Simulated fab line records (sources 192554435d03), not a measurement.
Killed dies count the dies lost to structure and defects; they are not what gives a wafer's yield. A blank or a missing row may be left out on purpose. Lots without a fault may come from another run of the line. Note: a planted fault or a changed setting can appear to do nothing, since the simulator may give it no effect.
Chamber matching    flow n5_finfet    N5_FIN_SAQP_STRIP_77 on rie_diel-03: 4 sister chambers
The step strips in N2/H2, time 90 s. 16 wafers are shown with their chamber, then 8 later ones without.

WAFERS WITH THEIR CHAMBER
wafer   chamber  showerhead_plenum_p_Torr (Torr)  throttle_valve_pct (%)  oes_product_au (a.u.)
L074.2  0        3.34                             12.15                   0.71
L074.3  2        3.25                             12.07                   0.76
L074.6  3        3.37                             12.56                   0.73
L075.1  2        3.24                             12.09                   0.76
L075.2  1        3.52                             12.14                   0.76
L075.3  0        3.34                             12.18                   0.71
L079.2  1        3.51                             12.15                   0.75
L079.4  3        3.36                             12.59                   0.73
L079.5  1        3.51                             12.17                   0.75
L080.1  3        3.36                             12.58                   0.72
L080.3  2        3.24                             12.11                   0.75
L080.5  2        3.24                             12.11                   0.75
L081.2  0        3.34                             12.19                   0.70
L081.3  1        3.51                             12.18                   0.75
L081.6  2        3.24                             12.14                   0.75
L084.2  3        3.36                             12.61                   0.72

SIGNATURES (averages over the wafers above)
reading                   chamber 0  chamber 1  chamber 2  chamber 3  scatter within a chamber
showerhead_plenum_p_Torr  3.3400     3.5125     3.2420     3.3625     0.00438
throttle_valve_pct        12.1733    12.1600    12.1040    12.5850    0.0221
oes_product_au            0.7067     0.7525     0.7540     0.7250     0.00549
Rule: a wafer lies at a distance from a chamber equal to the root of the sum of squares, over the readings, of (its reading less the chamber's mean, divided by the reading's scatter). The wafer belongs to the nearest chamber; if the next one is less than 2 further off, it can't be placed. The scatter: the root of (the sum of the squares of (reading less its chamber's mean) over the shown wafers, divided by (wafers less chambers)).

WAFERS WITHOUT THEIR CHAMBER
wafer   showerhead_plenum_p_Torr (Torr)  throttle_valve_pct (%)  oes_product_au (a.u.)
L084.5  3.36                             12.60                   0.72
L084.6  3.24                             12.13                   0.74
L085.3  3.23                             12.13                   0.74
L085.4  3.51                             12.19                   0.73
L085.6  3.23                             12.13                   0.74
L097.1  3.22                             12.18                   0.72
L097.3  3.34                             12.68                   0.70
L097.5  3.32                             12.27                   0.68

WHICH CHAMBER EACH WENT THROUGH
wafer   from the rows above  in truth
L084.5  3                    3
L084.6  2                    2
L085.3  2                    2
L085.4  1                    1
L085.6  2                    2
L097.1  2                    2
L097.3  3                    3
L097.5  0                    0
Correctly placed: 8 of 8. Can't be placed from these rows: 0. 0 placed wrongly.
